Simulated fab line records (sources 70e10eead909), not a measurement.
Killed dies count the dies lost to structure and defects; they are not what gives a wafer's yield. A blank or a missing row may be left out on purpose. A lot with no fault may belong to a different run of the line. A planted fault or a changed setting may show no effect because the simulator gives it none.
fab line records    flow nandHarc
[record] lots = 13  wafers = 39  lastDay = 32
route steps=1302 shown A_DECK1_JOINT@544 A_ONON_D2@556 A_CHANNEL_HOLE_D2@570 END@1302
lots untouched by any fault: they come from a run of this same line in which no faults occurred
startH: hours from the record's first day to the start of the lot's first wafer shown    waitH: hours from the lot's prior step to this one    " same as the row above    L1.1+2: a single row standing in for several wafers    - no value present, or no start provided    * or withheld: withheld    < > ~ a bound
route shown NAME@n: NAME is a module with steps in the file, n the number in the route of the first one    usual: average and standard deviation across the fault-free wafers    same: alike in all rows    chamber/n: place in a boat    sites: readings site by site    _std_site: how widely they spread, as a standard deviation    _edge_site: the outer-site mean with the inner-site mean subtracted    radiusMm: for every site, how far away it sits from the centre of the wafer    mask NAME#n: copy n    behind: the most recent tool/chamber to have shaped the wafer    hold: why the lot was held/for how many hours/how that ended    device: which transistor (n, p or np) failed to switch    end of line: the route-end tests of the same wafers    for a step that has no rows: nothing shown but its recipe    killed: dies that structure and defects cost at the first sort, which is not the same as the wafer's yield    map: dies across one wafer; x = killed, . = not, _ = none there
set.NAME: the setting as run; set.NAME@STEP: as run at that earlier step    model.NAME: the simulator's own value behind a step, which no gauge read
route steps across a sampled set of lots; one table per step, one row per wafer
services: when a tool's chamber went out of use (startH, in hours from the record's first day, below 0 if earlier), for how many hours, and the reason
[[steps]]
[step NHARC_A_DECK1_JOINT_INSPECT_05]
[usual] rawDefectCount = 340/140
lot.wafer  tool              chamber  startH  waitH  rawDefectCount
L766.2     defectInspect-02  -        302.73  0.0    163
L766.4     "                 -        "       "      239
L766.6     "                 -        "       "      182
L769.1     defectInspect-02  -        320.13  0.0    296
L769.3     "                 -        "       "      543
L769.6     "                 -        "       "      396
L770.1     defectInspect-02  -        327.20  0.0    334
L770.2     "                 -        "       "      396
L770.6     "                 -        "       "      596
L776.1     defectInspect-01  -        383.38  0.0    448
L776.4     "                 -        "       "      393
L776.5     "                 -        "       "      314
L778.1     defectInspect-02  -        416.59  0.0    289
L778.5     "                 -        "       "      407
L778.6     "                 -        "       "      263
L779.3     defectInspect-01  -        416.60  0.0    236
L779.4     "                 -        "       "      296
L779.5     "                 -        "       "      528
L777.2     defectInspect-02  -        416.74  0.0    416
L777.4     "                 -        "       "      378
L777.5     "                 -        "       "      487
L780.1     defectInspect-01  -        427.57  0.0    437
L780.5     "                 -        "       "      398
L780.6     "                 -        "       "      447
L782.1     defectInspect-01  -        449.16  0.0    276
L782.2     "                 -        "       "      359
L782.4     "                 -        "       "      286
L781.1     defectInspect-02  -        450.47  0.0    180
L781.3     "                 -        "       "      195
L781.4     "                 -        "       "      155
L783.2     defectInspect-02  -        455.95  0.0    486
L783.3     "                 -        "       "      288
L783.4     "                 -        "       "      291
L784.3     defectInspect-01  -        476.02  0.1    254
L784.5     "                 -        "       "      299
L784.6     "                 -        "       "      245
L786.4     defectInspect-01  -        488.16  0.0    249
L786.5     "                 -        "       "      153
L786.6     "                 -        "       "      156
[step NHARC_A_ONON_D2_DEP_16]
[recipe] targetThkA = 10000  n2FlowSccm = 2750  n2oFlowSccm = 2000  nh3FlowSccm = 500  sih4FlowSccm = 210  tempC = 400
lot.wafer   tool          chamber  startH  waitH
L766.2+4+6  pecvdOnon-01  0        313.31  0.4
L769.1+3+6  pecvdOnon-01  0        330.43  0.4
L770.1+2+6  pecvdOnon-01  0        336.89  0.4
L776.1+4+5  pecvdOnon-03  0        394.39  0.4
L778.1+5+6  pecvdOnon-01  0        427.52  0.4
L777.2+4+5  pecvdOnon-03  0        427.60  0.5
L779.3+4+5  pecvdOnon-04  0        427.64  0.5
L780.1+5+6  pecvdOnon-01  0        439.20  0.4
L782.1+2+4  pecvdOnon-03  0        459.18  0.4
L781.1+3+4  pecvdOnon-04  0        459.19  0.4
L783.2+3+4  pecvdOnon-01  0        467.03  0.4
L784.3+5+6  pecvdOnon-01  0        486.20  0.5
L786.4+5+6  pecvdOnon-01  0        498.00  0.6
[step NHARC_A_ONON_D2_THK_MEAS_18]
[recipe] thkMeasGauge = ellipsometry
[usual] thkNm = 1001/6.7
lot.wafer  tool          chamber  startH  waitH  hold                     thkNm
L766.2     filmMetro-02  -        313.76  -      -                        993
L766.4     "             -        "       "      -                        991
L766.6     "             -        "       "      -                        990
L769.1     filmMetro-01  -        330.93  -      awaitDispo/0.2h/release  913
L769.3     "             -        "       "      awaitDispo/0.2h/release  910
L769.6     "             -        "       "      awaitDispo/0.2h/release  912
L769.1     filmMetro-01  -        331.10  0.2    -                        909
L769.3     "             -        "       "      -                        912
L769.6     "             -        "       "      -                        912
L770.1     filmMetro-02  -        337.39  -      awaitDispo/0.2h/release  901
L770.2     "             -        "       "      awaitDispo/0.2h/release  900
L770.6     "             -        "       "      awaitDispo/0.2h/release  899
L770.1     filmMetro-02  -        337.57  0.2    -                        899
L770.2     "             -        "       "      -                        901
L770.6     "             -        "       "      -                        899
L776.1     filmMetro-02  -        394.90  -      -                        997
L776.4     "             -        "       "      -                        998
L776.5     "             -        "       "      -                        999
L778.1     filmMetro-02  -        428.03  -      -                        996
L778.5     "             -        "       "      -                        994
L778.6     "             -        "       "      -                        995
L779.3     filmMetro-01  -        428.04  -      -                        1004
L779.4     "             -        "       "      -                        1004
L779.5     "             -        "       "      -                        1004
L777.2     filmMetro-02  -        428.05  -      -                        995
L777.4     "             -        "       "      -                        993
L777.5     "             -        "       "      -                        994
L780.1     filmMetro-01  -        439.72  -      -                        1009
L780.5     "             -        "       "      -                        1008
L780.6     "             -        "       "      -                        1009
L781.1     filmMetro-02  -        459.69  -      -                        1003
L781.3     "             -        "       "      -                        1007
L781.4     "             -        "       "      -                        1004
L782.1     filmMetro-01  -        459.69  -      -                        1003
L782.2     "             -        "       "      -                        1003
L782.4     "             -        "       "      -                        1003
L783.2     filmMetro-02  -        467.48  -      -                        996
L783.3     "             -        "       "      -                        996
L783.4     "             -        "       "      -                        994
L784.3     filmMetro-02  -        486.59  -      -                        999
L784.5     "             -        "       "      -                        998
L784.6     "             -        "       "      -                        997
L786.4     filmMetro-02  -        498.34  -      -                        1001
L786.5     "             -        "       "      -                        1001
L786.6     "             -        "       "      -                        1000
[step NHARC_A_CHANNEL_HOLE_D2_DEP_00]
[recipe] targetThkA = 31000  tempC = 400  material = aC
[usual] throttleValvePct = 34.998/0.0095
lot.wafer  tool       chamber  startH  waitH  throttleValvePct
L766.2     aclDep-03  0        317.06  0.4    34.995
L766.4     "          0        "       "      34.999
L766.6     "          0        "       "      35.025
L776.1     aclDep-01  0        397.79  0.1    35.010
L776.4     "          0        "       "      34.991
L776.5     "          0        "       "      35.008
L778.1     aclDep-01  0        432.88  2.0    34.997
L778.5     "          0        434.16  3.3    34.995
L778.6     "          0        "       "      35.005
L779.3     aclDep-03  0        434.00  3.1    34.999
L779.4     "          0        "       "      35.004
L779.5     "          0        "       "      34.992
L777.2     aclDep-01  0        435.12  4.1    35.004
L777.4     "          0        "       "      35.013
L777.5     "          0        "       "      35.000
L780.1     aclDep-01  0        442.94  0.4    35.004
L780.5     "          0        444.23  1.7    35.009
L780.6     "          0        "       "      35.003
L781.1     aclDep-02  0        462.58  0.1    34.995
L781.3     "          0        "       "      34.992
L781.4     "          0        "       "      34.998
L782.1     aclDep-03  0        462.62  0.1    34.997
L782.2     "          0        "       "      34.993
L782.4     "          0        "       "      35.016
L783.2     aclDep-01  0        470.70  0.4    34.987
L783.3     "          0        "       "      35.002
L783.4     "          0        "       "      34.985
L784.3     aclDep-02  0        496.20  6.8    34.997
L784.5     "          0        "       "      35.002
L784.6     "          0        "       "      34.980
L786.4     aclDep-03  0        502.37  1.2    34.986
L786.5     "          0        "       "      34.999
L786.6     "          0        "       "      34.996
[step NHARC_A_CHANNEL_HOLE_D2_ETCH_22]
[recipe] biasV = 3000  sourceW = withheld  pressureMtorr = 20  timeS = 666.7  arFlowSccm = 375  c4f8FlowSccm = 89.3  o2FlowSccm = 35.7  tempC = -20  targetDepthA = 16000  chemistry = C4F8/O2/Ar
[usual] c4f8FlowSccm = 89.30/0.26  drypumpMotorCurrentA = 6.0/0.64  showerheadPlenumPTorr = 3.69/0.098  throttleValvePct = 32.156/0.0084
lot.wafer  tool        chamber  startH  waitH  c4f8FlowSccm  drypumpMotorCurrentA  rfHoursCounterH  showerheadPlenumPTorr  throttleValvePct
L766.2     harEtch-01  0        321.75  0.4    89.28         6.1                   173              3.68                   32.153
L766.4     "           1        "       "      89.74         6.6                   -                3.68                   32.156
L766.6     "           0        "       "      89.00         6.1                   -                3.68                   32.154
L776.1     harEtch-02  0        407.02  0.4    89.50         6.3                   5                3.71                   32.152
L776.4     "           0        "       "      89.20         6.3                   -                3.71                   32.143
L776.5     "           1        "       "      88.69         5.0                   -                3.93                   32.164
L778.1     harEtch-02  0        437.77  0.4    89.14         6.3                   20               3.70                   32.139
L778.6     "           0        "       "      89.38         6.3                   -                3.70                   32.138
L778.5     "           1        "       "      88.97         5.0                   -                3.92                   32.148
L779.3     harEtch-01  0        439.04  0.4    88.77         6.1                   -                3.64                   32.148
L779.4     "           1        "       "      89.51         6.6                   -                3.65                   32.149
L779.5     "           1        "       "      89.32         6.6                   -                3.65                   32.169
L777.2     harEtch-02  0        441.93  0.4    89.74         6.3                   24               3.70                   32.151
L777.4     "           0        "       "      89.23         6.3                   -                3.70                   32.146
L777.5     "           0        "       "      89.38         6.3                   -                3.70                   32.161
L780.1     harEtch-01  0        447.85  0.4    89.31         6.2                   253              3.64                   32.159
L780.5     "           0        "       "      89.45         6.2                   -                3.64                   32.159
L780.6     "           1        "       "      89.36         6.7                   -                3.64                   32.148
L781.1     harEtch-02  0        470.55  0.4    89.22         6.3                   39               3.69                   32.153
L781.3     "           0        "       "      89.31         6.3                   -                3.69                   32.165
L781.4     "           1        "       "      89.50         5.0                   -                3.91                   32.144
L782.2     harEtch-01  1        471.42  0.4    89.50         6.7                   264              3.64                   32.149
L782.1     "           0        "       "      89.40         6.2                   264              3.64                   32.166
L782.4     "           0        "       "      89.11         6.2                   -                3.63                   32.148
L783.2     harEtch-01  0        475.67  0.4    89.12         6.2                   268              3.63                   32.154
L783.4     "           1        "       "      89.13         6.7                   -                3.63                   32.153
L783.3     "           0        "       "      88.90         6.2                   -                3.63                   32.144
L784.3     harEtch-01  1        501.26  0.4    89.53         6.7                   -                3.62                   32.149
L784.5     "           0        "       "      88.91         6.2                   -                3.62                   32.154
L784.6     "           1        "       "      89.05         6.7                   -                3.62                   32.155
L786.4     harEtch-02  0        508.85  0.4    89.67         6.3                   -                3.68                   32.149
L786.5     "           0        "       "      89.23         6.3                   -                3.68                   32.155
L786.6     "           1        "       "      89.48         5.0                   -                3.90                   32.154
[step NHARC_END_SORT_01]
[recipe] tempC = 25
[usual] killedAtArray = 54/16  killedAtOther = 0.6/0.86  killedAtPeriphery = 3.8/2.6  killedDies = 58/16  killedOpen = 3.3/1.8  killedShort = 2.7/1.7
[same] grossDies = 677
lot.wafer  tool       chamber  startH  waitH  hold                   killedAtArray  killedAtOther  killedAtPeriphery  killedDies  killedOpen  killedShort
L769.1     prober-01  0        602.42  2.5    awaitDispo/3.4h/scrap  671            0              6                  677         7           5
L769.3     prober-01  0        604.01  3.1    awaitDispo/3.4h/scrap  675            0              2                  677         6           6
L769.6     prober-01  0        606.41  4.0    awaitDispo/3.4h/scrap  675            0              2                  677         1           4
L770.1     prober-02  0        602.46  2.5    awaitDispo/6.5h/scrap  672            1              4                  677         4           6
L770.2     prober-02  0        603.25  2.8    awaitDispo/6.5h/scrap  674            0              3                  677         3           4
L770.6     prober-02  0        606.40  3.9    awaitDispo/6.5h/scrap  674            0              3                  677         9           2
L776.1     prober-01  0        675.58  2.5    -                      42             0              1                  43          1           2
L776.4     prober-01  0        677.95  3.4    -                      42             0              2                  44          3           2
L776.5     prober-01  0        678.74  3.7    -                      43             1              6                  50          5           1
L778.1     prober-02  0        700.80  2.5    -                      36             0              4                  40          2           3
L778.5     prober-02  0        704.00  3.7    -                      46             0              11                 57          6           8
L778.6     prober-02  0        704.80  4.0    -                      42             0              3                  45          2           2
L779.3     prober-01  0        702.37  3.1    -                      35             1              2                  38          2           2
L779.4     prober-01  0        703.16  3.4    -                      30             0              4                  34          4           2
L779.5     prober-01  0        703.96  3.7    -                      43             1              5                  49          4           2
L780.1     prober-01  0        708.57  2.5    -                      78             0              8                  86          3           0
L780.5     prober-01  0        711.78  3.7    -                      77             0              3                  80          1           2
L780.6     prober-01  0        712.59  4.0    -                      64             0              5                  69          2           0
L777.2     prober-02  0        709.45  2.8    -                      54             0              4                  58          4           5
L777.4     prober-02  0        711.03  3.4    -                      52             0              1                  53          2           3
L777.5     prober-02  0        711.82  3.7    -                      53             0              3                  56          6           4
L782.1     prober-02  0        741.11  2.5    -                      48             0              11                 59          5           2
L782.2     prober-02  0        741.92  2.8    -                      48             1              6                  55          4           4
L782.4     prober-02  0        743.55  3.4    -                      43             0              13                 56          1           4
L783.2     prober-01  0        741.93  2.8    -                      63             0              4                  67          6           3
L783.3     prober-01  0        742.74  3.1    -                      53             0              4                  57          2           5
L783.4     prober-01  0        743.54  3.4    -                      53             1              5                  59          4           0
L781.1     prober-01  0        754.70  2.5    -                      36             1              3                  40          6           3
L781.3     prober-01  0        756.29  3.1    -                      23             1              1                  25          3           0
L781.4     prober-01  0        757.09  3.4    -                      27             0              3                  30          4           6
// killed by level:class
L769.1 A_ONON_D2:areaDep=597 A_CHANNEL_HOLE_D1:chamberFilmFlake=35 A_SLIT:chamberFilmFlake=10 A_CHANNEL_HOLE_D2:chamberFilmFlake=7 P_M0:chamberFilmFlake=6 A_STAIRCASE:chamberFilmFlake=4 A_ONON_D1:geometricParticle:short=2 A_ONON_D1:geometricParticle:open=2
L770.1 A_ONON_D2:areaDep=597 A_CHANNEL_HOLE_D2:chamberFilmFlake=31 A_CHANNEL_HOLE_D1:chamberFilmFlake=30 A_CHANNEL_FILL_D1:geometricParticle:short=3 A_STAIRCASE:chamberFilmFlake=3 P_STI:geometricParticle:open=1 P_M2:geometricParticle:short=1 A_CHANNEL_FILL_D1:geometricParticle:open=1
L770.2 A_ONON_D2:areaDep=590 A_CHANNEL_HOLE_D1:chamberFilmFlake=37 A_CHANNEL_HOLE_D2:chamberFilmFlake=33 A_STAIRCASE:chamberFilmFlake=5 A_CHANNEL_FILL_D1:geometricParticle:short=2 P_CONTACT:geometricParticle:open=1 A_ONON_D1:geometricParticle:open=1 A_CHANNEL_FILL_D1:geometricParticle:open=1
L769.3 A_ONON_D2:areaDep=593 A_CHANNEL_HOLE_D1:chamberFilmFlake=30 A_SLIT:chamberFilmFlake=15 A_CONTACT:chamberFilmFlake=11 A_CHANNEL_HOLE_D2:chamberFilmFlake=8 A_ONON_D2:geometricParticle:short=2 A_WL_FILL:geometricParticle:open=2 A_M0:geometricParticle:open=2
L770.6 A_ONON_D2:areaDep=613 A_CHANNEL_HOLE_D1:chamberFilmFlake=27 A_CHANNEL_HOLE_D2:chamberFilmFlake=21 A_ONON_D2:geometricParticle:open=3 P_M0:geometricParticle:open=2 A_STAIRCASE:chamberFilmFlake=2 A_ONON_D1:geometricParticle:short=1 A_CHANNEL_FILL_D1:geometricParticle:open=1
L769.6 A_ONON_D2:areaDep=603 A_CHANNEL_HOLE_D1:chamberFilmFlake=33 A_SLIT:chamberFilmFlake=19 A_CHANNEL_HOLE_D2:chamberFilmFlake=7 A_STAIRCASE:chamberFilmFlake=5 P_M0:chamberFilmFlake=2 A_CONTACT:chamberFilmFlake=2 A_ONON_D1:geometricParticle:short=1
L776.1 A_SLIT:chamberFilmFlake=24 A_STAIRCASE:chamberFilmFlake=3 A_CONTACT:chamberFilmFlake=3 A_CHANNEL_FILL_D1:chamberFilmFlake=2 A_CHANNEL_HOLE_D2:chamberFilmFlake=2 A_SGD_CUT:chamberFilmFlake=2 A_CHANNEL_FILL_D1:geometricParticle:open=1 A_CHANNEL_FILL_D1:geometricParticle:short=1
L776.4 A_SLIT:chamberFilmFlake=20 A_STAIRCASE:chamberFilmFlake=6 A_CHANNEL_HOLE_D1:chamberFilmFlake=2 A_CHANNEL_HOLE_D2:chamberFilmFlake=2 A_CONTACT:chamberFilmFlake=2 A_BONDPAD:chamberFilmFlake=2 A_CHANNEL_FILL_D1:geometricParticle:open=1 A_CHANNEL_FILL_D2:geometricParticle:short=1
L776.5 A_SLIT:chamberFilmFlake=20 A_STAIRCASE:chamberFilmFlake=4 A_BONDPAD:chamberFilmFlake=4 P_ZERO_WELL:chamberFilmFlake=3 A_CHANNEL_HOLE_D1:chamberFilmFlake=3 A_DECK1_JOINT:geometricParticle:open=2 P_GATE:chamberFilmFlake=2 A_SGD_CUT:chamberFilmFlake=2
L778.1 A_SLIT:chamberFilmFlake=18 A_CHANNEL_HOLE_D1:chamberFilmFlake=4 A_CONTACT:chamberFilmFlake=4 A_STAIRCASE:chamberFilmFlake=3 P_ZERO_WELL:chamberFilmFlake=2 P_GATE:chamberFilmFlake=2 A_CHANNEL_FILL_D1:chamberFilmFlake=2 A_ONON_D1:geometricParticle:open=1
L779.3 A_CHANNEL_HOLE_D2:chamberFilmFlake=13 A_CHANNEL_HOLE_D1:chamberFilmFlake=7 A_SLIT:chamberFilmFlake=5 A_CHANNEL_FILL_D2:geometricParticle:open=2 P_M1:chamberFilmFlake=2 A_CONTACT:chamberFilmFlake=2 A_ONON_D1:geometricParticle:short=1 A_CHANNEL_FILL_D1:geometricParticle:short=1
L779.4 A_CHANNEL_HOLE_D2:chamberFilmFlake=12 A_CHANNEL_HOLE_D1:chamberFilmFlake=6 A_SLIT:chamberFilmFlake=5 A_SOURCE_PLATE:geometricParticle:open=2 P_STI:chamberFilmFlake=2 A_DECK1_JOINT:geometricParticle:open=1 A_ONON_D2:geometricParticle:short=1 A_BLC:geometricParticle:open=1
L779.5 A_CHANNEL_HOLE_D2:chamberFilmFlake=14 A_CHANNEL_HOLE_D1:chamberFilmFlake=10 A_CONTACT:chamberFilmFlake=5 P_STI:chamberFilmFlake=3 A_SLIT:chamberFilmFlake=3 A_M1:chamberFilmFlake=3 A_ZERO_WELL:chamberFilmFlake=2 P_STI:geometricParticle:short=1
L778.5 A_SLIT:chamberFilmFlake=19 P_GATE:chamberFilmFlake=7 A_CHANNEL_HOLE_D1:chamberFilmFlake=3 A_CHANNEL_FILL_D1:chamberFilmFlake=3 A_DECK1_JOINT:chamberFilmFlake=3 A_STAIRCASE:chamberFilmFlake=3 A_CONTACT:chamberFilmFlake=3 A_DECK1_JOINT:geometricParticle:open=2
L778.6 A_SLIT:chamberFilmFlake=20 A_CONTACT:chamberFilmFlake=5 A_STAIRCASE:chamberFilmFlake=3 P_GATE:chamberFilmFlake=3 A_DECK1_JOINT:chamberFilmFlake=3 A_CHANNEL_FILL_D1:chamberFilmFlake=2 A_CHANNEL_HOLE_D1:chamberFilmFlake=2 A_ONON_D1:geometricParticle:open=1
L780.1 A_CHANNEL_HOLE_D1:chamberFilmFlake=33 A_SLIT:chamberFilmFlake=16 A_CHANNEL_HOLE_D2:chamberFilmFlake=7 P_STI:chamberFilmFlake=6 A_CONTACT:chamberFilmFlake=6 A_STAIRCASE:chamberFilmFlake=4 A_WL_FILL:chamberFilmFlake=4 A_DECK1_JOINT:chamberFilmFlake=2
L777.2 A_CHANNEL_HOLE_D1:chamberFilmFlake=35 P_GATE:chamberFilmFlake=3 A_M1:chamberFilmFlake=3 A_ONON_D1:geometricParticle:short=2 A_WL_FILL:geometricParticle:short=2 A_CONTACT:chamberFilmFlake=2 P_CONTACT:geometricParticle:open=1 A_CHANNEL_HOLE_D1:geometricParticle:short=1
L777.4 A_CHANNEL_HOLE_D1:chamberFilmFlake=29 A_STAIRCASE:chamberFilmFlake=7 A_CHANNEL_FILL_D1:chamberFilmFlake=4 A_CONTACT:chamberFilmFlake=4 A_WL_FILL:geometricParticle:short=2 A_SLIT:chamberFilmFlake=2 P_M1:geometricParticle:open=1 A_ONON_D1:geometricParticle:short=1
L780.5 A_CHANNEL_HOLE_D1:chamberFilmFlake=37 A_SLIT:chamberFilmFlake=15 A_CHANNEL_HOLE_D2:chamberFilmFlake=10 A_STAIRCASE:chamberFilmFlake=4 A_CONTACT:chamberFilmFlake=4 P_STI:chamberFilmFlake=2 A_WL_FILL:chamberFilmFlake=2 P_STI:geometricParticle:open=1
L777.5 A_CHANNEL_HOLE_D1:chamberFilmFlake=34 A_STAIRCASE:chamberFilmFlake=4 A_DECK1_JOINT:geometricParticle:open=2 A_WL_FILL:geometricParticle:short=2 A_WL_FILL:geometricParticle:open=2 P_ZERO_WELL:chamberFilmFlake=2 A_SLIT:chamberFilmFlake=2 P_CONTACT:geometricParticle:open=1
L780.6 A_CHANNEL_HOLE_D1:chamberFilmFlake=31 A_CHANNEL_HOLE_D2:chamberFilmFlake=11 A_SLIT:chamberFilmFlake=8 A_STAIRCASE:chamberFilmFlake=5 P_ZERO_WELL:chamberFilmFlake=3 A_CONTACT:chamberFilmFlake=3 A_CHANNEL_FILL_D1:chamberFilmFlake=2 A_DECK1_JOINT:chamberFilmFlake=2
L782.1 A_CHANNEL_HOLE_D2:chamberFilmFlake=15 A_CHANNEL_HOLE_D1:chamberFilmFlake=8 P_CONTACT:chamberFilmFlake=5 A_CONTACT:chamberFilmFlake=5 A_SLIT:chamberFilmFlake=5 A_SGD_CUT:chamberFilmFlake=4 P_ZERO_WELL:chamberFilmFlake=3 A_WL_FILL:chamberFilmFlake=3
L782.2 A_CHANNEL_HOLE_D2:chamberFilmFlake=12 A_CHANNEL_HOLE_D1:chamberFilmFlake=11 A_SLIT:chamberFilmFlake=5 A_CONTACT:chamberFilmFlake=5 P_CONTACT:chamberFilmFlake=3 A_WL_FILL:chamberFilmFlake=3 A_ONON_D1:geometricParticle:open=2 A_CHANNEL_FILL_D1:chamberFilmFlake=2
L783.2 A_SLIT:chamberFilmFlake=20 A_CHANNEL_HOLE_D2:chamberFilmFlake=19 A_CONTACT:chamberFilmFlake=7 A_CHANNEL_HOLE_D1:chamberFilmFlake=5 P_CONTACT:chamberFilmFlake=4 A_ONON_D1:geometricParticle:open=2 A_WL_FILL:chamberFilmFlake=2 A_CHANNEL_HOLE_D1:geometricParticle:short=1
L783.3 A_SLIT:chamberFilmFlake=15 A_CHANNEL_HOLE_D2:chamberFilmFlake=13 A_CONTACT:chamberFilmFlake=9 P_CONTACT:chamberFilmFlake=3 A_CHANNEL_HOLE_D1:chamberFilmFlake=3 A_WL_FILL:chamberFilmFlake=3 A_CONTACT:geometricParticle:short=2 A_CHANNEL_HOLE_D1:geometricParticle:open=1
L783.4 A_SLIT:chamberFilmFlake=15 A_CHANNEL_HOLE_D2:chamberFilmFlake=13 A_CHANNEL_HOLE_D1:chamberFilmFlake=10 A_CONTACT:chamberFilmFlake=6 P_CONTACT:chamberFilmFlake=3 A_WL_FILL:chamberFilmFlake=2 A_ONON_D1:geometricParticle:open=1 A_CHANNEL_FILL_D2:geometricParticle:open=1
L782.4 A_CHANNEL_HOLE_D2:chamberFilmFlake=13 P_CONTACT:chamberFilmFlake=9 A_CHANNEL_HOLE_D1:chamberFilmFlake=8 A_SGD_CUT:chamberFilmFlake=8 A_SLIT:chamberFilmFlake=4 A_CONTACT:chamberFilmFlake=3 P_GATE:chamberFilmFlake=2 A_STAIRCASE:chamberFilmFlake=2
L781.1 A_CHANNEL_HOLE_D1:chamberFilmFlake=12 A_SLIT:chamberFilmFlake=8 A_CONTACT:chamberFilmFlake=4 A_CHANNEL_FILL_D2:geometricParticle:open=2 A_M0:geometricParticle:open=2 A_STAIRCASE:chamberFilmFlake=2 P_M0:geometricParticle:short=1 A_CHANNEL_FILL_D1:geometricParticle:short=1
L781.3 A_CHANNEL_HOLE_D1:chamberFilmFlake=7 A_WL_FILL:chamberFilmFlake=5 A_CONTACT:chamberFilmFlake=4 A_SLIT:chamberFilmFlake=3 A_ZERO_WELL:chamberFilmFlake=2 P_GATE:geometricParticle:open=1 A_WL_FILL:geometricParticle:open=1 A_CONTACT:geometricParticle:open=1
L781.4 A_CHANNEL_HOLE_D1:chamberFilmFlake=9 A_CONTACT:chamberFilmFlake=5 A_CHANNEL_HOLE_D2:geometricParticle:open=2 A_CHANNEL_FILL_D1:chamberFilmFlake=2 A_SLIT:chamberFilmFlake=2 A_WL_FILL:chamberFilmFlake=2 P_STI:geometricParticle:short=1 P_CONTACT:geometricParticle:open=1
[[services]]
tool          chamber  startH  hours  kind
aclDep-03     -        299.00  13.0   pm
harEtch-02    -        309.72  2.8    repair
pecvdOnon-04  -        311.08  13.0   pm
pecvdOnon-01  -        361.73  5.8    repair
aclDep-01     -        370.97  13.0   pm
harEtch-02    -        384.03  17.0   pm
harEtch-02    0        384.03  17.0   ventCycle
harEtch-02    1        384.03  17.0   ventCycle
harEtch-02    0        401.03  -      clean
harEtch-02    0        401.03  -      consumableReplace:focusRing
harEtch-02    1        401.03  -      clean
harEtch-02    1        401.03  -      consumableReplace:focusRing
harEtch-02    1        401.03  -      consumableReplace:showerhead
pecvdOnon-03  -        408.20  13.0   pm
aclDep-02     -        428.54  13.0   pm
pecvdOnon-01  -        450.00  13.0   pm
aclDep-03     -        480.00  13.0   pm
pecvdOnon-04  -        492.08  13.0   pm
[[key]]
[firstSign] step = NHARC_A_ONON_D2_THK_MEAS_18  reading = visit  direction = added
[effect] step = NHARC_A_ONON_D2_THK_MEAS_18  reading = thkNm  direction = down  sigmas = 14  usual = 1001  struck = 906
[effect] step = NHARC_END_SORT_01  reading = killedAtArray  direction = up  sigmas = 39  usual = 54  struck = 674
[moreKillsBornAt] NHARC_A_ONON_D2_DEP_16@pecvdOnon-01 = 3593
metAt NHARC_A_ONON_D2_DEP_16
struckLots L769,L770
laterRowsLeftOut L769.1,L769.3,L769.6,L770.1,L770.2,L770.6
testerLeftOut L769,L770
notActingAt NHARC_A_DECK1_JOINT_INSPECT_05,NHARC_A_CHANNEL_HOLE_D2_DEP_00,NHARC_A_CHANNEL_HOLE_D2_ETCH_22
onsetBetween 313.31 330.43
[fault] kind = processParameterDrift  tool = pecvdOnon-01  chamber = -  onsetH = 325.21  steps = NHARC_A_ONON_D2_DEP_16  channel = targetThkA  offset = *  shape = step  endH = 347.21  actsIn = *  stated = *
// testerLeftOut: of these lots the tester's yield and bins aren't shown, on N5 and GAA mostly nor the transistor test; their killed dies are dies lost to structure and defects alone, not to doping, threshold or leakage, so they don't give the yield
// laterRowsLeftOut: the simulator's readings of these wafers behind a module that went badly wrong aren't trusted and aren't shown, but for the sort
